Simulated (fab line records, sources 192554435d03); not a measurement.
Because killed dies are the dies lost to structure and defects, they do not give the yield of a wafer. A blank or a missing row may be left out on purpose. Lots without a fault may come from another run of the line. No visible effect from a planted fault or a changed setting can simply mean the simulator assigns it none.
fab line records | flow n5Finfet
[record] lots = 5 | wafers = 15 | lastDay = 17
route steps=1938 shown WELL_APT@20 PMOS_HMC_CHANNEL_EPI@57 BEOL_M4@1111 PASSIVATION@1936
lots that met no fault: from a run of the same line without faults
startH: the number of hours between the record's first day and the start of the first shown wafer of the lot | waitH: hours from the lot's prior step to this one | " same as the row above | L1.1+2: a single row standing in for several wafers | - no value, or no start was given | * or withheld: withheld | < > ~ a bound
route shown NAME@n: a module of which the file shows steps, and the number in the route of the first | usual: mean and standard deviation over wafers with no fault | same: alike in all rows | chamber/n: place in a boat | sites: each site's reading | _std_site: how widely they spread, as a standard deviation | _edge_site: mean of outer sites minus mean of inner sites | radiusMm: for every site, how far away it sits from the centre of the wafer | mask NAME#n: copy n | behind: tool/chamber where the wafer was last shaped | hold: reason for holding the lot/hours on hold/outcome of the hold | device: which transistor (n, p or np) failed to switch | end of line: tests of these same wafers at the route's end | for a step that has no rows: nothing shown but its recipe | killed: the dies lost at the first sort to structure and to defects; this is not the yield of the wafer | map: the dies of a wafer, with x for killed, . for not killed, _ for no die there
set.NAME: the setting as run; set.NAME@STEP: as run at that earlier step | model.NAME: the simulator's own value behind a step, which no gauge read
a table for each step, a row for each wafer; lots at some steps of the route
services: a tool's chamber out of use, with start hour (startH, from the record's first day; less than 0 if before it), hours out, and reason
[[steps]]
[step N5_WELL_APT_HMDS_01]
[recipe] timeS = 60 | tempC = 120
[step N5_WELL_APT_COAT_02]
[recipe] spinRpm = 1357 | resistThkNm = 950
[step N5_WELL_APT_EBR_04]
[recipe] solvent = PGMEA | ebrWidthMm = 1.5
[step N5_WELL_APT_SOFTBAKE_03]
[recipe] tempC = 130 | timeS = 60
[step N5_WELL_APT_EXPOSE_05]
[recipe] maskId = NWELL | na = 0.8 | sourceShape = conventional | sigmaOuter = 0.8 | polarization = unpolarized | defocusNm = 0 | targetCdNm = 200 | doseMj = 20.3
[step N5_WELL_APT_PEB_06]
[recipe] pebTempC = 130 | pebTimeS = 90
[step N5_WELL_APT_DEVELOP_07]
[recipe] developTimeS = 45 | rinseLiquid = surfactantRinse | dry = airSpin | devTempC = 21
[step N5_WELL_APT_HARDBAKE_12]
[recipe] tempC = 130 | timeS = 120
[step N5_WELL_APT_DESCUM_13]
[recipe] chemistry = O2 | timeS = 7.9 | sourcePowerW = 50 | biasPowerW = 20 | pressureMtorr = 20 | rfFrequencyHz = 2.712e+07 | tempC = 40 | o2FlowSccm = 225
[step N5_WELL_APT_IMPLANT_14]
[recipe] species = P | energyKev = 160 | doseCm2 = 1.5e+13 | tiltDeg = 0 | rotationDeg = 0
[usual] beamEnergyKeV = 160.00/0.047 | doseIonsCm2 = 1.4995e+13/1.7e+10 | faradayCurrentUA = 190/4
lot.wafer | tool         | chamber | startH | waitH | beamEnergyKeV | doseIonsCm2 | faradayCurrentUA
L716.1    | implanter-02 | 0       | 20.35  | 0.1   | 159.98        | 1.5006e+13  | 192
L716.3    | "            | 0       | "      | "     | 160.04        | 1.5015e+13  | 196
L716.6    | "            | 0       | "      | "     | 160.06        | 1.4999e+13  | 190
L723.1    | implanter-02 | 0       | 62.11  | 0.1   | 159.99        | 8.784e+12   | 108
L723.2    | "            | 0       | "      | "     | 159.97        | 8.762e+12   | 112
L723.3    | "            | 0       | "      | "     | 159.95        | 8.742e+12   | 113
L724.1    | implanter-02 | 0       | 67.81  | 0.1   | 159.95        | 8.768e+12   | 109
L724.3    | "            | 0       | "      | "     | 160.01        | 8.769e+12   | 107
L724.4    | "            | 0       | "      | "     | 159.91        | 8.773e+12   | 109
L726.1    | implanter-02 | 0       | 80.07  | 0.1   | 159.97        | 8.809e+12   | 110
L726.4    | "            | 0       | "      | "     | 159.96        | 8.806e+12   | 109
L726.5    | "            | 0       | "      | "     | 159.92        | 8.809e+12   | 112
L736.1    | implanter-01 | 0       | 139.74 | 0.1   | 160.03        | 1.4987e+13  | 189
L736.3    | "            | 0       | "      | "     | 160.09        | 1.4985e+13  | 189
L736.5    | "            | 0       | "      | "     | 160.01        | 1.4986e+13  | 194
[step N5_WELL_APT_IMPLANT_15]
[recipe] species = As | energyKev = 25 | doseCm2 = 1.5e+13 | tiltDeg = 0 | rotationDeg = 0
[step N5_WELL_APT_STRIP_16]
[recipe] chemistry = SPM | timeS = 900 | tempC = 130 | h2so4H2o2VolRatio = 4 | dry = ipaMarangoni
[step N5_WELL_APT_HMDS_18]
[recipe] timeS = 60 | tempC = 120
[step N5_WELL_APT_COAT_19]
[recipe] spinRpm = 1357 | resistThkNm = 950
[step N5_WELL_APT_EBR_21]
[recipe] solvent = PGMEA | ebrWidthMm = 1.5
[step N5_WELL_APT_SOFTBAKE_20]
[recipe] tempC = 130 | timeS = 60
[step N5_WELL_APT_EXPOSE_22]
[recipe] maskId = PWELL | na = 0.8 | sourceShape = conventional | sigmaOuter = 0.8 | polarization = unpolarized | defocusNm = 0 | targetCdNm = 200 | doseMj = 23.2
[step N5_WELL_APT_PEB_23]
[recipe] pebTempC = 130 | pebTimeS = 90
[step N5_WELL_APT_DEVELOP_24]
[recipe] developTimeS = 45 | rinseLiquid = surfactantRinse | dry = airSpin | devTempC = 21
[step N5_WELL_APT_HARDBAKE_29]
[recipe] tempC = 130 | timeS = 120
[step N5_WELL_APT_DESCUM_30]
[recipe] chemistry = O2 | timeS = 7.9 | sourcePowerW = 50 | biasPowerW = 20 | pressureMtorr = 20 | rfFrequencyHz = 2.712e+07 | tempC = 40 | o2FlowSccm = 225
[step N5_WELL_APT_IMPLANT_31]
[recipe] species = B | energyKev = 60 | doseCm2 = 1.5e+13 | tiltDeg = 0 | rotationDeg = 0
[step N5_WELL_APT_IMPLANT_32]
[recipe] species = BF2 | energyKev = 50 | doseCm2 = 2e+13 | tiltDeg = 0 | rotationDeg = 0
[step N5_WELL_APT_STRIP_33]
[recipe] chemistry = SPM | timeS = 900 | tempC = 130 | h2so4H2o2VolRatio = 4 | dry = ipaMarangoni
[step N5_WELL_APT_RTA_34]
[recipe] tempC = 1000 | timeS = 10 | ambient = N2 | idleTempC = 600 | rampUpCPerS = 150 | rampDownCPerS = 60 | coolToC = 600
[step N5_WELL_APT_OXIDE_STRIP_42]
[recipe] chemistry = dHF | dilution = 25:1 | timeS = 45 | tempC = 25 | target = SiO2 | targetDepthA = 120
[step N5_WELL_APT_PRECLEAN_36]
[recipe] chemistry = O3/DIW | timeS = 45 | tempC = 22 | o3Ppm = 10
[step N5_WELL_APT_PRECLEAN_39]
[recipe] chemistry = dHF | timeS = 60 | dilution = 150:1 | tempC = 25
[step N5_WELL_APT_SRD_37]
[recipe] dry = ipaMarangoni | doPpb = 5 | timeS = 30 | tempC = 23 | rinseLiquid = diw
[step N5_WELL_APT_EPI_41]
[recipe] material = Si | targetThkA = 500 | tempC = 650 | precursor = SiH4/H2 | pressureTorr = 20 | timeS = 297.7
[step N5_PMOS_HMC_CHANNEL_EPI_HM_DEP_34]
[recipe] material = SiO2 | targetThkA = 360 | tempC = 400 | precursor = TEOS/O2 | pressureTorr = 6.5 | rfW = 900 | teosFlowSccm = 161.4 | gas = O2 | flowSccm = 2650 | timeS = 6.9
[step N5_PMOS_HMC_CHANNEL_EPI_COAT_31]
[recipe] resist = BARC | tempC = 205 | timeS = 60 | spinRpm = 1500 | resistThkNm = 66
[step N5_PMOS_HMC_CHANNEL_EPI_COAT_03]
[recipe] resist = CAR-ArF-block | spinRpm = 1500 | resistThkNm = 205
[step N5_PMOS_HMC_CHANNEL_EPI_EBR_05]
[recipe] solvent = PGMEA | ebrWidthMm = 1.5
[step N5_PMOS_HMC_CHANNEL_EPI_SOFTBAKE_04]
[recipe] tempC = 110 | timeS = 60 | resist = CAR-ArF-block
[step N5_BEOL_M4_RC_MEAS_101]
[usual] DIBL_N = 36.4/1.5 | DIBL_P = 35.8/1.7 | IOFF_N = 0.154/0.022 | IOFF_P = 0.21/0.031 | ION_N = 672/8.8 | ION_P = 462/7.2 | RS_NWELL = 1037/6.9 | SS_N = 71.5/0.53 | SS_P = 73.2/0.62 | VT_N = 250.4/2.5 | VT_P = -250/3.5
lot.wafer | tool      | chamber | startH | waitH | DIBL_N[mV/V] | DIBL_P[mV/V] | IOFF_N[nA/um] | IOFF_P[nA/um] | ION_N[uA/um] | ION_P[uA/um] | RS_NWELL[ohm/sq] | SS_N[mV/dec] | SS_P[mV/dec] | VT_N[mV] | VT_P[mV]
L716.1    | prober-01 | 0       | 171.00 | 0.0   | 39.1         | 38.6         | 0.185         | 0.27          | 675          | 468          | 1036             | 72.0         | 73.6         | 247.0    | -246
L716.3    | "         | 0       | "      | "     | 38.7         | 37.9         | 0.183         | 0.26          | 676          | 466          | 1030             | 71.2         | 74.0         | 249.4    | -248
L716.6    | "         | 0       | "      | "     | 39.5         | 38.2         | 0.185         | 0.26          | 678          | 466          | 1038             | 71.5         | 73.6         | 247.9    | -243
L724.1    | prober-01 | 0       | 246.27 | 0.0   | 36.1         | 35.4         | 0.138         | 0.17          | 667          | 452          | 1380             | 71.0         | 73.0         | 252.3    | -254
L724.3    | "         | 0       | "      | "     | 34.6         | 34.8         | 0.120         | 0.17          | 662          | 454          | 1402             | 71.5         | 71.9         | 254.8    | -255
L724.4    | "         | 0       | "      | "     | 36.3         | 36.6         | 0.148         | 0.19          | 676          | 461          | 1395             | 71.8         | 73.9         | 251.2    | -253
L723.1    | prober-01 | 0       | 247.20 | 0.3   | 35.6         | 36.0         | 0.133         | 0.20          | 662          | 460          | 1413             | 70.8         | 72.4         | 251.3    | -251
L723.2    | "         | 0       | "      | "     | 37.7         | 38.7         | 0.170         | 0.24          | 681          | 467          | 1404             | 71.4         | 73.5         | 247.1    | -245
L723.3    | "         | 0       | "      | "     | 36.6         | 36.6         | 0.144         | 0.21          | 660          | 456          | 1410             | 71.2         | 72.2         | 253.3    | -249
L726.1    | prober-01 | 0       | 262.57 | 0.0   | 38.3         | 37.0         | 0.186         | 0.23          | 687          | 469          | 1406             | 71.6         | 73.6         | 247.4    | -248
L726.4    | "         | 0       | "      | "     | 39.5         | 38.3         | 0.201         | 0.25          | 684          | 463          | 1415             | 72.0         | 73.1         | 247.6    | -249
L726.5    | "         | 0       | "      | "     | 39.4         | 37.7         | 0.201         | 0.25          | 675          | 465          | 1419             | 73.1         | 74.6         | 247.9    | -247
L736.1    | prober-02 | 0       | 297.35 | 0.0   | 35.7         | 36.1         | 0.145         | 0.24          | 673          | 467          | 1032             | 71.2         | 73.2         | 251.1    | -248
L736.3    | "         | 0       | "      | "     | 36.5         | 36.1         | 0.154         | 0.24          | 675          | 473          | 1046             | 71.7         | 73.1         | 248.0    | -248
L736.5    | "         | 0       | "      | "     | 34.5         | 34.3         | 0.123         | 0.21          | 668          | 464          | 1056             | 70.9         | 72.5         | 250.6    | -251
[step N5_PASSIVATION_PROBE_49]
[usual] defectLimitedYield = 91.5/1.4 | killed_at_M0_to_M3 = 32/9.8 | killed_at_M4_up = 13/5.3 | killedAtContacts = 13/6.4 | killedAtFrontEnd = 39/10 | killedAtOther = 3.1/2.5 | killedDies = 100/17 | killedOpen = 65/13 | killedShort = 33/7.7 | sort_bin_5_function = 5.0/0.93 | sort_bin_6_memory = 3.2/0.69 | sortNPass = 1080/17 | sortYieldPct = 91.5/1.4
[same] grossDies = 1180 | killedAtBackSide = 0 | sort_bin_4_leakage[%] = 0 | sort_bin_8_speed[%] = 0
lot.wafer | tool      | chamber | startH | waitH | defectLimitedYield[%] | killed_at_M0_to_M3 | killed_at_M4_up | killedAtContacts | killedAtFrontEnd | killedAtOther | killedDies | killedOpen | killedShort | sort_bin_5_function[%] | sort_bin_6_memory[%] | sortNPass | sortYieldPct[%]
L723.1    | prober-01 | -       | 361.26 | 0.0   | 87.6                  | 42                 | 12              | 28               | 60               | 4             | 146        | 94         | 51          | 6.9                    | 5.3                  | 1034      | 87.6
L723.2    | prober-01 | -       | 361.31 | 0.1   | 88.1                  | 34                 | 17              | 28               | 60               | 1             | 140        | 81         | 54          | 6.9                    | 4.5                  | 1040      | 88.1
L723.3    | prober-01 | -       | 361.36 | 0.1   | 89.9                  | 38                 | 20              | 17               | 43               | 1             | 119        | 81         | 34          | 5.9                    | 3.6                  | 1061      | 89.9
// killed by level:class
L723.1 MOL_CONTACT_COAG:geometricParticle:open=21 BEOL_M2:geometricParticle:open=20 FIN_SAQP:geometricParticle:open=15 FIN_SAQP:geometricParticle:short=9 GATE_CUT:geometricParticle:short=9 MOL_CONTACT_COAG:geometricParticle:short=7 BEOL_M1:geometricParticle:open=6 GATE_CUT:geometricParticle:open=6
L723.2 FIN_SAQP:geometricParticle:open=16 MOL_CONTACT_COAG:geometricParticle:short=15 MOL_CONTACT_COAG:geometricParticle:open=13 STI_FIN_REVEAL:geometricParticle:open=12 BEOL_M0_SAQP:geometricParticle:short=10 FIN_SAQP:geometricParticle:short=7 BEOL_M2:geometricParticle:open=7 BEOL_M3:geometricParticle:open=5
L723.3 MOL_CONTACT_COAG:geometricParticle:open=14 BEOL_M4:geometricParticle:open=12 BEOL_M0_SAQP:geometricParticle:short=9 STI_FIN_REVEAL:geometricParticle:open=9 BEOL_M0_SAQP:geometricParticle:open=9 FIN_SAQP:geometricParticle:open=8 BEOL_M1:geometricParticle:open=8 BEOL_M2:geometricParticle:open=5
[[services]]
tool         | chamber | startH | hours | kind
implanter-02 | -       | -2.28  | 4.2   | pm
implanter-01 | -       | 110.55 | 5.4   | pm
[[key]]
[firstSign] step = N5_WELL_APT_IMPLANT_14 | reading = doseIonsCm2 | direction = down | sigmas = 99+ | usual = 1.4995e+13 | struck = 8.78e+12
[effect] step = N5_WELL_APT_IMPLANT_14 | reading = faradayCurrentUA | direction = down | sigmas = 20 | usual = 190 | struck = 110
[effect] step = N5_BEOL_M4_RC_MEAS_101 | reading = RS_NWELL | direction = up | sigmas = 53 | usual = 1037 | struck = 1405
metAt N5_WELL_APT_IMPLANT_14
struckWafers L723.1,L723.2,L723.3,L724.1,L724.3,L724.4,L726.1,L726.4,L726.5
onsetBetween 20.35 62.11
[fault] kind = processParameterDrift | tool = implanter-02 | chamber = - | onsetH = 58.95 | steps = N5_WELL_APT_IMPLANT_14 | channel = doseCm2 | offset = -6.2193e+12 | shape = step | endH = 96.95 | actsIn = theseRecipesOnly | stated = 1.5e+13
